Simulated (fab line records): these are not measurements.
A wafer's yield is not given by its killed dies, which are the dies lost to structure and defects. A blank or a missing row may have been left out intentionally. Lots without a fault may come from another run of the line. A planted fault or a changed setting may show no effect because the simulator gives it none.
Comparing a struck lot with a sound one ; flow nand_harc ; 21 out of 1302 route steps
Sound: the wafers L286.1, L286.3, L286.4. Struck: wafers L290.1, L290.4, L290.6. The cause is named last.
Per side, at each step with rows, come the tool, then ch with its chambers, and then its first start. Under that, the readings that differ: sound wafers ; struck wafers ; difference of the means ; sigmas: that difference in standard deviations of wafers without a fault.
alike: readings with means less than 2 such deviations apart, plus words and numbers identical on both sides. not compared: withheld readings, readings lacking a value on some wafer, bounds such as >300 that could conceal the same value, and numbers that have no deviation in the record and whose values overlap.
A row with sigmas, a row that says differs or no value, or rows on one side alone: a step with any of these is where the two part. Numbers that have no deviation but don't overlap get no sigmas and don't part them. A reading missing from all wafers of one side parts the sides only when that side holds two or more wafers.

NHARC_A_CHANNEL_HOLE_D1_CD_MEAS_18:
  struck on cd_sem-03, day 13 20:09; sound on cd_sem-03, day 11 15:26
reading;sound;struck;difference;sigmas
cd_nm (nm);97.8 98.8 98.3;101.5 102.3 102.2;+3.7;+2
then, 1 step without rows for these wafers: NHARC_A_CHANNEL_HOLE_D1_ETCH_19 (etches the open film in C4F8/O2/Ar, time 34.5 s).
NHARC_A_CHANNEL_HOLE_D1_ETCH_20: etches the open film in C4F8/O2/Ar, time 361.9 s, target depth 1600 nm.
  sound on har_etch-02 ch 0,1, day 11 15:40; struck on har_etch-01 ch 0,1, day 13 22:36
  alike: drypump_motor_current_A, oes_air_line_au, showerhead_plenum_p_Torr, throttle_valve_pct
  not compared: rf_hours_counter_h
then, 2 steps without rows for these wafers: NHARC_A_CHANNEL_HOLE_D1_ETCH_21 (etches the open film in C4F8/O2/Ar, time 514.3 s, target depth 1600 nm); NHARC_A_CHANNEL_HOLE_D1_ETCH_22 (etches the open film in C4F8/O2/Ar, time 666.7 s, target depth 1600 nm).
NHARC_A_CHANNEL_HOLE_D1_ETCH_23: etches the open film in C4F8/O2/Ar, time 819 s, target depth 1600 nm.
  sound on har_etch-02 ch 0,1, day 11 17:04; struck on har_etch-01 ch 0,1, day 13 23:56
  alike: drypump_motor_current_A, oes_air_line_au, showerhead_plenum_p_Torr, throttle_valve_pct
  not compared: rf_hours_counter_h
then, 1 step without rows for these wafers: NHARC_A_CHANNEL_HOLE_D1_ETCH_24 (etches the open film in C4F8/O2/Ar, time 906.2 s, target depth 1500 nm).
NHARC_A_CHANNEL_HOLE_D1_ETCH_25: etches the open film in C4F8/O2/Ar, time 1040.2 s, target depth 1500 nm.
  sound on har_etch-02 ch 0,1, day 11 18:34; struck on har_etch-01 ch 0,1, day 14 01:23
  alike: drypump_motor_current_A, oes_air_line_au, showerhead_plenum_p_Torr, throttle_valve_pct
  not compared: rf_hours_counter_h
then, 4 steps without rows for these wafers: NHARC_A_CHANNEL_HOLE_D1_ETCH_26 (etches the open film in C4F8/O2/Ar, time 224.1 s, target depth 300 nm); NHARC_A_CHANNEL_HOLE_D1_ETCH_33 (etches the open film in C4F8/O2/Ar, time 90 s, target depth 400 nm); NHARC_A_CHANNEL_HOLE_D1_STRIP_41 (strips in N2/H2); NHARC_A_CHANNEL_HOLE_D1_STRIP_42 (strips in CF4/CHF3).
NHARC_A_CHANNEL_HOLE_D1_STRIP_43: strips in O2/COS.
  sound on rie_diel-07 ch 0,2,3, day 11 20:10; struck on rie_diel-07 ch 0,2, day 14 03:10
NHARC_A_CHANNEL_HOLE_D1_ETCH_44: etches the open film in CF4/O2, target depth 140 nm, overetch 14 nm, time 77 s.
  sound on rie_diel-07 ch 0,1,3, day 11 20:14; struck on rie_diel-07 ch 1,2,3, day 14 03:14
  alike: drypump_motor_current_A, oes_o_777_au, oes_product_au, rf_vpp_V, showerhead_plenum_p_Torr, throttle_valve_pct
  not compared: rf_hours_counter_h
then, 3 steps without rows for these wafers: NHARC_A_CHANNEL_HOLE_D1_STRIP_27 (strips in O2); NHARC_A_CHANNEL_HOLE_D1_PRECLEAN_28 (cleans in SC1); NHARC_A_CHANNEL_HOLE_D1_SRD_29.
NHARC_A_CHANNEL_HOLE_D1_CD_MEAS_30:
  struck on cd_sem-01, day 14 04:01; sound on cd_sem-03, day 11 21:01
  alike: cd_nm
NHARC_A_CHANNEL_HOLE_D1_XSEM_31:
  sound on xsem-01 ch 0, day 11 21:06; struck on xsem-02 ch 0, day 14 04:07
reading;sound;struck;difference;sigmas
tilt_deg (degrees);0.05 0.04 0.04;0.13 0.13 0.13;+0.09;+2
  alike: bot_cd_nm, bow_nm
NHARC_A_CHANNEL_HOLE_D1_INSPECT_40:
  struck on defect_inspect-02, day 14 04:23; sound on defect_inspect-01, day 11 21:13
reading;sound;struck;difference;sigmas
raw_defect_count;107 110 92;322 335 322;+223;+8
  not compared: hold
-- break in the record here, with 15 days between the starts of the struck wafers on either side (left off in module A_CHANNEL_HOLE_D1, picked up again in module END, where the first step shown is number 1302 on the route) --
NHARC_END_SORT_01:
  sound on prober-01 ch 0, day 27 13:03; struck on prober-02 ch 0, day 29 15:56
reading;sound;struck;difference;sigmas
killed_at_array;78 71 56;138 128 126;+62;+4
killed_at_periphery;0 0 2;7 3 6;+5;+2
killed_dies;78 71 58;147 132 133;+68;+4
  alike: killed_at_other, killed_open, killed_short

## WHERE THEY PART
Earliest at NHARC_A_CHANNEL_HOLE_D1_CD_MEAS_18; latest, in this record, at NHARC_END_SORT_01.

WHY: whatever the simulator had introduced
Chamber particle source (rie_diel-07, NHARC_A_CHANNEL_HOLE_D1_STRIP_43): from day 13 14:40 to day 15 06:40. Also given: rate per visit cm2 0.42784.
